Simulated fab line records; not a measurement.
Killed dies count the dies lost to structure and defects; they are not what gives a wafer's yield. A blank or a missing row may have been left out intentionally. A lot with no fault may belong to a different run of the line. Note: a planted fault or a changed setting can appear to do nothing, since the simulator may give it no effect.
fab line records	flow nandHarc
[record] lots = 12	wafers = 36	lastDay = 33
route steps=1302 shown A_STAIRCASE@653 END@1302
lots with no fault: from the same line, run without faults
startH: hours from the record's opening day to when the first of the lot's shown wafers began	waitH: hours elapsed since this lot's preceding step	" as in the row above	L1.1+2: a single row standing in for several wafers	- no value, or no start given	* or withheld: withheld	< > ~ a bound
route shown NAME@n: names a module that has steps shown in the file, with the first one's number in the route	usual: the fault-free wafers' mean and standard deviation	same: alike in all rows	chamber/n: place in a boat	sites: readings site by site	_std_site: how widely they spread, as a standard deviation	_edge_site: inner sites' mean taken away from outer sites' mean	radiusMm: for every site, how far away it sits from the centre of the wafer	mask NAME#n: copy n	behind: the most recent tool/chamber to have shaped the wafer	hold: why the lot went on hold/how many hours it stayed there/how the hold came to an end	device: names the non-switching transistor (n, p or np)	end of line: tests run on the same wafers once the route is complete	a step given without rows: its recipe and nothing more	killed: at the first sort, the dies lost to defects and structure; wafer yield is something else	map: per-die view of a wafer (x killed, . not killed, _ where there is no die)
set.NAME: the setting that was run; set.NAME@STEP: the one run at that earlier step	model.NAME: the simulator's own value behind a step, which no gauge read
one table for each step of the route and one row for each wafer, over a sample of lots
services: from which hour (startH, from the record's first day; less than 0 if before it) a tool's chamber was out of use, for how many hours, and why
[[steps]]
[step NHARC_A_STAIRCASE_STRIP_171]
[recipe] powerW = 1500	tempC = 250	chemistry = O2
[usual] drypumpMotorCurrentA = 5.5/0.38	heaterPowerW = 347/11	rfReflPowerW = 25/3.6
lot.wafer	tool	chamber	startH	waitH	drypumpMotorCurrentA	heaterPowerW	rfHoursCounterH	rfReflPowerW
L592.4	plasmaAsher-02	0	349.58	-	5.8	341	-	-
L592.6	"	1	"	"	6.1	360	-	-
L592.5	"	0	"	"	5.8	350	-	-
L593.4	plasmaAsher-01	0	374.48	-	5.0	356	-	29
L593.3	"	1	"	"	5.5	336	-	21
L593.6	"	0	"	"	5.0	363	-	30
L594.1	plasmaAsher-02	0	378.74	-	5.8	347	25	-
L594.2	"	1	"	"	6.1	358	25	-
L594.6	"	1	"	"	6.1	355	-	-
L595.3	plasmaAsher-01	1	385.52	-	5.5	350	-	21
L595.6	"	1	"	"	5.5	339	-	21
L595.5	"	0	"	"	5.0	356	-	29
L598.1	plasmaAsher-01	1	401.26	-	5.5	342	11	21
L598.2	"	0	"	"	5.0	364	11	30
L598.3	"	1	"	"	5.5	345	-	21
L599.1	plasmaAsher-01	0	421.50	-	5.0	356	14	30
L599.3	"	1	"	"	5.5	329	-	21
L599.5	"	0	"	"	5.0	351	-	30
L601.4	plasmaAsher-01	0	453.84	-	5.1	361	-	30
L601.3	"	1	"	"	5.5	348	-	21
L601.6	"	0	"	"	5.0	364	-	29
L603.2	plasmaAsher-01	1	457.89	-	5.5	348	23	-
L603.5	"	0	"	"	5.0	362	-	-
L603.6	"	1	"	"	5.5	339	-	-
L608.3	plasmaAsher-01	1	508.47	-	5.5	343	-	20
L608.4	"	0	"	"	5.1	349	-	29
L608.6	"	0	"	"	5.0	353	-	30
L611.4	plasmaAsher-01	0	540.40	-	5.1	344	-	31
L611.6	"	1	"	"	5.5	334	-	21
L611.5	"	0	"	"	5.0	349	-	30
L614.2	plasmaAsher-02	0	573.95	-	5.8	326	27	-
L614.5	"	1	"	"	6.1	355	-	-
L614.6	"	0	"	"	5.8	331	-	-
L615.2	plasmaAsher-01	1	574.18	-	5.5	340	9	21
L615.3	"	1	"	"	5.5	332	-	21
L615.5	"	0	"	"	5.0	356	-	30
[step NHARC_A_STAIRCASE_ETCH_13]
[recipe] targetDepthA = 1000	timeS = 40.5	ionEnergyEv = 400	c4f8FlowSccm = 20	o2FlowSccm = 10	arFlowSccm = withheld	rfW = 600	biasW = 1000	chemistry = C4F8/O2
[usual] oesProductAu = 0.943/0.013	rfVppV = 895/4.1
lot.wafer	tool	chamber	startH	waitH	oesProductAu	rfHoursCounterH	rfVppV
L592.4	rieDiel-07	1	-	-	0.936	14	895
L592.5	"	1	"	"	0.946	-	895
L592.6	"	2	"	"	0.948	-	889
L593.4	rieDiel-03	0	-	-	0.938	25	896
L593.3	"	2	"	"	0.931	26	903
L593.6	"	0	"	"	0.946	-	895
L594.1	rieDiel-07	2	-	-	0.967	21	888
L594.2	"	0	"	"	0.932	24	896
L594.6	"	2	"	"	0.968	-	889
L595.3	rieDiel-03	3	-	-	0.933	32	900
L595.6	"	1	"	"	0.929	-	894
L595.5	"	2	"	"	0.932	-	904
L598.2	rieDiel-01	2	-	-	0.946	3	893
L598.1	"	3	"	"	0.954	3	898
L598.3	"	1	"	"	0.951	3	893
L599.1	rieDiel-03	1	-	-	0.946	45	893
L599.3	"	3	"	"	0.936	42	900
L599.5	"	1	"	"	0.945	-	894
L601.4	rieDiel-01	2	-	-	0.949	20	891
L601.3	"	3	"	"	0.946	18	897
L601.6	"	2	"	"	0.941	-	891
L603.2	rieDiel-01	0	-	-	0.913	18	896
L603.5	"	0	"	"	0.922	-	896
L603.6	"	1	"	"	0.918	-	893
L608.3	rieDiel-07	2	-	-	0.944	9	888
L608.4	"	3	"	"	0.934	10	901
L608.6	"	1	"	"	0.951	-	893
L611.4	rieDiel-07	1	-	-	0.918	20	896
L611.5	"	0	"	"	0.914	-	895
L611.6	"	1	"	"	0.909	-	894
L614.2	rieDiel-01	3	-	-	0.948	1	897
L614.5	"	3	"	"	0.961	-	895
L614.6	"	0	"	"	0.954	-	894
L615.2	rieDiel-03	1	-	-	0.936	40	893
L615.3	"	2	"	"	0.976	35	902
L615.5	"	2	"	"	0.972	-	903
[step NHARC_A_STAIRCASE_ETCH_19]
[recipe] targetDepthA = 1000	timeS = 40.5	ionEnergyEv = 400	c4f8FlowSccm = 20	o2FlowSccm = 10	arFlowSccm = withheld	rfW = 600	biasW = 1000	chemistry = C4F8/O2
[usual] oesProductAu = 0.941/0.01	rfVppV = 895/4
lot.wafer	tool	chamber	startH	waitH	oesProductAu	rfHoursCounterH	rfVppV
L592.4	rieDiel-07	1	352.39	-	0.913	15	897
L592.5	"	3	"	"	0.934	-	899
L592.6	"	0	"	"	0.908	-	894
L593.4	rieDiel-03	3	376.74	-	0.931	26	900
L593.3	"	1	"	"	0.945	26	894
L593.6	"	2	"	"	0.946	-	902
L594.1	rieDiel-07	1	381.09	-	0.924	24	897
L594.2	"	2	"	"	0.933	21	889
L594.6	"	2	"	"	0.940	-	889
L595.3	rieDiel-03	2	388.06	-	0.955	31	904
L595.6	"	3	"	"	0.937	-	902
L595.5	"	0	"	"	0.945	-	894
L598.3	rieDiel-01	2	403.58	-	0.939	3	891
L598.2	"	3	"	"	0.948	3	896
L598.1	"	1	"	"	0.947	3	892
L599.1	rieDiel-03	0	423.79	-	0.942	47	896
L599.3	"	1	"	"	0.943	45	893
L599.5	"	3	"	"	0.931	-	901
L601.4	rieDiel-01	1	456.37	-	0.941	19	893
L601.3	"	2	"	"	0.955	21	892
L601.6	"	2	"	"	0.942	-	891
L603.2	rieDiel-01	3	460.72	-	0.943	21	896
L603.6	"	3	"	"	0.950	-	896
L603.5	"	0	"	"	0.933	-	895
L608.3	rieDiel-07	2	510.92	-	1.110	9	888
L608.4	"	0	"	"	0.947	9	894
L608.6	"	2	"	"	1.114	-	887
L611.4	rieDiel-07	3	542.89	-	0.942	21	900
L611.5	"	3	"	"	0.940	-	899
L611.6	"	0	"	"	1.083	-	893
L614.2	rieDiel-01	3	576.34	-	0.954	1	896
L614.5	"	3	"	"	0.953	-	896
L614.6	"	0	"	"	0.948	-	895
L615.3	rieDiel-03	1	576.61	-	0.935	40	894
L615.2	"	2	"	"	0.950	36	901
L615.5	"	0	"	"	0.960	-	894
[step NHARC_A_STAIRCASE_TRIM_20]
[recipe] timeS = 211.2	o2FlowSccm = 500	arFlowSccm = 0	biasW = 0	chemistry = O2
[usual] drypumpMotorCurrentA = 5.9/0.35	oesProductAu = 1.000/0.011	rfVppV = 57.7/0.86	showerheadPlenumPTorr = 3.51/0.12	throttleValvePct = 17.036/0.0087
lot.wafer	tool	chamber	startH	waitH	drypumpMotorCurrentA	oesProductAu	rfHoursCounterH	rfVppV	showerheadPlenumPTorr	throttleValvePct
L592.4	rieDiel-01	3	352.57	0.1	6.5	0.997	45	58.2	3.55	17.048
L592.5	"	2	"	"	6.0	1.019	-	57.3	3.42	17.041
L592.6	"	3	"	"	6.5	1.014	-	57.5	3.55	17.027
L593.3	rieDiel-07	2	376.97	0.1	5.6	0.999	20	56.9	3.34	17.045
L593.4	"	3	"	"	5.9	1.027	20	57.8	3.66	17.047
L593.6	"	1	"	"	6.0	1.003	-	56.3	3.51	17.030
L594.2	rieDiel-07	2	381.29	0.1	5.7	1.008	21	57.5	3.34	17.052
L594.1	"	0	"	"	5.1	0.988	24	58.1	3.50	17.047
L594.6	"	2	"	"	5.6	0.989	-	56.7	3.34	17.033
L595.3	rieDiel-03	2	388.29	0.1	6.0	0.995	31	58.6	3.73	17.037
L595.5	"	3	"	"	6.2	0.985	-	58.9	3.67	17.028
L595.6	"	0	"	"	6.0	1.012	-	58.1	3.49	17.042
L598.2	rieDiel-07	3	403.76	0.1	5.9	1.018	32	58.2	3.65	17.037
L598.3	"	1	"	"	6.0	0.978	34	57.7	3.50	17.039
L598.1	"	2	"	"	5.7	0.999	32	56.5	3.33	17.048
L599.3	rieDiel-07	1	423.96	0.1	6.0	0.993	40	57.7	3.50	17.028
L599.1	"	3	"	"	5.8	1.015	37	58.7	3.65	17.040
L599.5	"	2	"	"	5.6	1.018	-	57.3	3.33	17.035
L601.3	rieDiel-07	1	456.61	0.1	6.0	0.998	52	57.6	3.49	17.034
L601.4	"	3	"	"	5.9	1.015	-	57.8	3.64	17.014
L601.6	"	1	"	"	6.0	0.989	-	59.2	3.49	17.035
L603.2	rieDiel-07	2	460.91	0.1	5.7	1.007	54	57.1	3.32	17.025
L603.6	"	1	"	"	6.1	1.004	-	58.2	3.49	17.035
L603.5	"	2	"	"	5.7	1.009	-	57.0	3.32	17.049
L608.4	rieDiel-07	2	511.09	0.1	5.7	1.005	9	56.9	3.31	17.026
L608.3	"	0	"	"	5.1	1.003	9	56.8	3.47	17.043
L608.6	"	3	"	"	5.9	0.995	-	57.5	3.63	17.038
L611.4	rieDiel-07	0	543.13	0.1	5.1	0.991	20	56.1	3.47	17.034
L611.5	"	1	"	"	6.0	1.001	-	59.1	3.48	17.040
L611.6	"	2	"	"	5.7	0.999	-	58.6	3.31	17.051
L614.2	rieDiel-01	3	576.60	0.1	6.5	1.010	1	58.5	3.51	17.035
L614.5	"	1	"	"	6.5	1.020	-	57.9	3.41	17.026
L614.6	"	2	"	"	6.0	1.003	-	57.0	3.39	17.042
L615.2	rieDiel-03	2	576.80	0.1	6.1	1.010	36	58.9	3.70	17.048
L615.3	"	3	"	"	6.2	1.000	32	57.6	3.64	17.016
L615.5	"	1	"	"	6.3	1.004	-	57.9	3.43	17.050
[step NHARC_END_SORT_01]
[recipe] tempC = 25
[usual] killedAtArray = 54/21	killedAtOther = 1.0/1.2	killedAtPeriphery = 3.6/2.6	killedDies = 58/20	killedOpen = 3.3/1.9	killedShort = 2.6/1.5
[same] grossDies = 677
lot.wafer	tool	chamber	startH	waitH	killedAtArray	killedAtOther	killedAtPeriphery	killedDies	killedOpen	killedShort
L608.3	prober-02	0	715.83	3.1	499	0	8	507	4	2
L608.4	prober-02	0	716.63	3.4	69	0	10	79	3	1
L608.6	prober-02	0	718.21	4.0	546	1	11	558	7	2
L611.4	prober-01	0	765.13	3.3	67	0	6	73	7	4
L611.5	prober-01	0	765.92	3.6	70	1	4	75	1	3
L611.6	prober-01	0	766.71	3.9	553	0	6	559	6	2
// killed by level:class
L608.3 A_STAIRCASE:areaEtch=422 A_CHANNEL_HOLE_D1:chamberFilmFlake=41 A_CHANNEL_HOLE_D2:chamberFilmFlake=17 A_SLIT:chamberFilmFlake=5 P_STI:chamberFilmFlake=3 A_CONTACT:chamberFilmFlake=3 P_CONTACT:chamberFilmFlake=2 A_STAIRCASE:chamberFilmFlake=2
L608.4 A_CHANNEL_HOLE_D1:chamberFilmFlake=28 A_CHANNEL_HOLE_D2:chamberFilmFlake=18 A_CONTACT:chamberFilmFlake=11 P_STI:chamberFilmFlake=5 A_SLIT:chamberFilmFlake=4 A_BLC:chamberFilmFlake=3 P_CONTACT:chamberFilmFlake=2 P_CONTACT:geometricParticle:open=1
L608.6 A_STAIRCASE:areaEtch=472 A_CHANNEL_HOLE_D1:chamberFilmFlake=38 A_CHANNEL_HOLE_D2:chamberFilmFlake=17 A_CONTACT:chamberFilmFlake=12 P_CONTACT:geometricParticle:open=2 P_M0:geometricParticle:open=2 P_STI:chamberFilmFlake=2 P_CONTACT:chamberFilmFlake=2
L611.4 A_CHANNEL_HOLE_D1:chamberFilmFlake=31 A_CHANNEL_HOLE_D2:chamberFilmFlake=16 A_SLIT:chamberFilmFlake=4 A_ZERO_WELL:chamberFilmFlake=3 P_M0:geometricParticle:open=2 A_STAIRCASE:chamberFilmFlake=2 A_M1:chamberFilmFlake=2 P_M0:geometricParticle:short=1
L611.5 A_CHANNEL_HOLE_D1:chamberFilmFlake=28 A_CHANNEL_HOLE_D2:chamberFilmFlake=25 A_SLIT:chamberFilmFlake=6 A_WL_FILL:chamberFilmFlake=3 P_ZERO_WELL:chamberFilmFlake=2 P_GATE:chamberFilmFlake=2 A_CONTACT:chamberFilmFlake=2 A_BLC:chamberFilmFlake=2
L611.6 A_STAIRCASE:areaEtch=479 A_CHANNEL_HOLE_D1:chamberFilmFlake=36 A_CHANNEL_HOLE_D2:chamberFilmFlake=17 A_SLIT:chamberFilmFlake=5 P_GATE:chamberFilmFlake=3 A_M1:chamberFilmFlake=3 P_ZERO_WELL:chamberFilmFlake=2 A_STAIRCASE:chamberFilmFlake=2
[[services]]
tool	chamber	startH	hours	kind
rieDiel-07	0	327.72	-	clean
rieDiel-07	1	327.72	-	clean
rieDiel-07	2	327.72	-	clean
rieDiel-07	3	327.72	-	clean
rieDiel-01	1	332.89	7.1	repair
rieDiel-07	3	341.56	4.2	repair
plasmaAsher-01	-	342.04	9.0	pm
rieDiel-03	-	344.08	1.1	repair
rieDiel-07	0	352.22	-	clean
rieDiel-07	1	352.22	-	clean
rieDiel-07	2	352.22	-	clean
rieDiel-07	3	352.22	-	clean
rieDiel-07	0	376.72	-	clean
rieDiel-07	1	376.72	-	clean
rieDiel-07	2	376.72	-	clean
rieDiel-01	-	385.22	9.0	pm
rieDiel-03	3	412.11	5.2	repair
plasmaAsher-02	-	426.00	9.0	pm
rieDiel-03	-	458.41	9.0	pm
rieDiel-07	1	464.75	7.1	repair
rieDiel-07	-	472.80	9.0	pm
rieDiel-03	3	497.25	12.1	repair
plasmaAsher-01	-	519.04	9.0	pm
plasmaAsher-02	-	544.65	2.8	repair
[[key]]
[firstSign] step = NHARC_A_STAIRCASE_ETCH_19	reading = oesProductAu	direction = up	sigmas = 15	usual = 0.941	struck = 1.102
[effect] step = NHARC_END_SORT_01	reading = killedDies	direction = up	sigmas = 24	usual = 58	struck = 541
[moreKillsBornAt] NHARC_A_STAIRCASE_ETCH_19@rieDiel-07 = 1373
metAt NHARC_A_STAIRCASE_ETCH_19
struckLots L608,L611
struckWafers L608.3,L608.6,L611.6
laterRowsLeftOut L608.3,L608.6,L611.6
testerLeftOut L608,L611
notActingAt NHARC_A_STAIRCASE_STRIP_171,NHARC_A_STAIRCASE_ETCH_13,NHARC_A_STAIRCASE_TRIM_20
onsetBetween 381.09 510.92
[fault] kind = processParameterDrift	tool = rieDiel-07	chamber = -	onsetH = 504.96	steps = NHARC_A_STAIRCASE_ETCH_19	channel = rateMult	offset = 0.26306	shape = step	endH = 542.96	scope = struckWafersOnly
// testerLeftOut: of these lots the tester's yield and bins aren't shown, on N5 and GAA mostly nor the transistor test; their killed dies are dies lost to structure and defects alone, not to doping, threshold or leakage, so they don't give the yield
// laterRowsLeftOut: the simulator's readings of these wafers behind a module that went badly wrong aren't trusted and aren't shown, but for the sort
